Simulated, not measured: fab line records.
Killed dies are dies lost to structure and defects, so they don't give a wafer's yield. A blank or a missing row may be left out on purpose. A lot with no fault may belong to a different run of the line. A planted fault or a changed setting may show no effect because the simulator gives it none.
What tool caused it? ; flow nandHarc ; 7 lots, 21 wafers sampled, at 1 step of a route of 1159

== WHAT EACH GAUGE READ, for each wafer ==
NHARC_A_SLIT_CD_MEAS_21.
lot;measured;on;cdNm (nm)
L589;day 15 13:29;cdSem-01;290.2 291.1 290.6
L593;day 16 20:31;cdSem-01;289.5 289.5 289.6
L597;day 18 05:43;cdSem-03;288.5 288.1 288.3
L601;day 18 11:20;cdSem-02;289.3 289.3 289.6
L603;day 18 13:26;cdSem-02;290.5 290.4 289.7
L605;day 19 19:16;cdSem-01;289.2 289.1 289.3
L607;day 19 20:57;cdSem-01;290.0 289.8 289.7

== WHICH TOOL RAN EACH LOT (tool, then ch and the chambers of the sampled wafers, then the start) ==
No process step before these readings appears in the record.

== THE ANSWER, worked out from the rows above alone ==
Rule: usual is defined by the lots themselves. The widest of any qualifying gaps counts: lots, ordered by their means at a reading, are off when they make up no more than a third of the lots, leave a main group of 4 or more, and stand apart from it by 3 or more times the standard deviation of that group's means. Not used: any main group whose means are identical at the precision the tables above print for the reading. A lot without any number at a reading at which 4 lots or more have one is off too. All remaining lots with rows at the step are treated as sound.
Across all readings shown, no lot is off: no conclusion can be drawn from this.

== WHAT THE SIMULATOR HAD INSERTED ==
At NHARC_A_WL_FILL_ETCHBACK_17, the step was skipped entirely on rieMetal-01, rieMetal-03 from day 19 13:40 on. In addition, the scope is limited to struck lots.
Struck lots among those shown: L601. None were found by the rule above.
